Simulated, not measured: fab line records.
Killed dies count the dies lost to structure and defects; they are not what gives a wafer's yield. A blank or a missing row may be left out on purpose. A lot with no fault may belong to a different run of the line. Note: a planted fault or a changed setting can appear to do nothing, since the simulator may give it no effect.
Chamber matching || flow nandHarc || NHARC_P_CONTACT_ALD_22 on aldMetal-02: 4 sister chambers
The step deposits TiN, target thk 3 nm, pulse time 1 s, ald cycles 150. 14 wafers are shown with their chamber, then 7 later ones without.

== WAFERS WITH THEIR CHAMBER ==
{"wafer": "L265.1", "chamber": 1, "heaterPowerW (W)": 1163, "precursorPulseHeightRel": 1.001}
{"wafer": "L265.2", "chamber": 0, "heaterPowerW (W)": 1001, "precursorPulseHeightRel": 1.018}
{"wafer": "L265.3", "chamber": 3, "heaterPowerW (W)": 1061, "precursorPulseHeightRel": 0.992}
{"wafer": "L268.1", "chamber": 2, "heaterPowerW (W)": 1057, "precursorPulseHeightRel": 0.994}
{"wafer": "L268.4", "chamber": 0, "heaterPowerW (W)": 981, "precursorPulseHeightRel": 1.005}
{"wafer": "L268.6", "chamber": 0, "heaterPowerW (W)": 1000, "precursorPulseHeightRel": 1.048}
{"wafer": "L271.3", "chamber": 3, "heaterPowerW (W)": 1062, "precursorPulseHeightRel": 1.026}
{"wafer": "L271.4", "chamber": 0, "heaterPowerW (W)": 986, "precursorPulseHeightRel": 1.003}
{"wafer": "L271.5", "chamber": 3, "heaterPowerW (W)": 1083, "precursorPulseHeightRel": 0.950}
{"wafer": "L278.2", "chamber": 2, "heaterPowerW (W)": 1018, "precursorPulseHeightRel": 0.999}
{"wafer": "L278.4", "chamber": 3, "heaterPowerW (W)": 1065, "precursorPulseHeightRel": 1.001}
{"wafer": "L278.5", "chamber": 1, "heaterPowerW (W)": 1156, "precursorPulseHeightRel": 1.020}
{"wafer": "L279.2", "chamber": 0, "heaterPowerW (W)": 953, "precursorPulseHeightRel": 1.007}
{"wafer": "L279.5", "chamber": 0, "heaterPowerW (W)": 982, "precursorPulseHeightRel": 1.027}

SIGNATURES, as means of the wafers listed above
{"reading": "heaterPowerW", "chamber 0": 983.83, "chamber 1": 1159.50, "chamber 2": 1037.50, "chamber 3": 1067.75, "scatter within a chamber": 16.2}
{"reading": "precursorPulseHeightRel", "chamber 0": 1.01800, "chamber 1": 1.01050, "chamber 2": 0.99650, "chamber 3": 0.99225, "scatter within a chamber": 0.0217}
Rule: a wafer lies at a distance from a chamber equal to the root of the sum of squares, over the readings, of (its reading less the chamber's mean, divided by the reading's scatter). If the next closest chamber is less than 2 further off than the closest, the wafer can't be placed; otherwise it belongs to the closest. The scatter: take each reading less its chamber's mean, square it, sum over the shown wafers, divide by the number of wafers less the number of chambers, and take the root.

== WAFERS WITH NO CHAMBER GIVEN ==
{"wafer": "L279.6", "heaterPowerW (W)": 1040, "precursorPulseHeightRel": 1.015}
{"wafer": "L281.2", "heaterPowerW (W)": 1130, "precursorPulseHeightRel": 1.011}
{"wafer": "L281.4", "heaterPowerW (W)": 1040, "precursorPulseHeightRel": 1.009}
{"wafer": "L281.5", "heaterPowerW (W)": 961, "precursorPulseHeightRel": 0.999}
{"wafer": "L284.3", "heaterPowerW (W)": 958, "precursorPulseHeightRel": 0.993}
{"wafer": "L284.5", "heaterPowerW (W)": 968, "precursorPulseHeightRel": 1.006}
{"wafer": "L284.6", "heaterPowerW (W)": 1055, "precursorPulseHeightRel": 0.996}

== EACH ONE'S CHAMBER ==
{"wafer": "L279.6", "from the rows above": "can't be placed: 2 or 3", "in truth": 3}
{"wafer": "L281.2", "from the rows above": 1, "in truth": 1}
{"wafer": "L281.4", "from the rows above": "can't be placed: 2 or 3", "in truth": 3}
{"wafer": "L281.5", "from the rows above": 0, "in truth": 0}
{"wafer": "L284.3", "from the rows above": 0, "in truth": 0}
{"wafer": "L284.5", "from the rows above": 0, "in truth": 0}
{"wafer": "L284.6", "from the rows above": "can't be placed: 3 or 2", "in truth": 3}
Correctly placed: 4 of 7. Unplaceable from these rows: 3, with the true chamber sitting among the candidates in 3. Wrongly placed: 0.
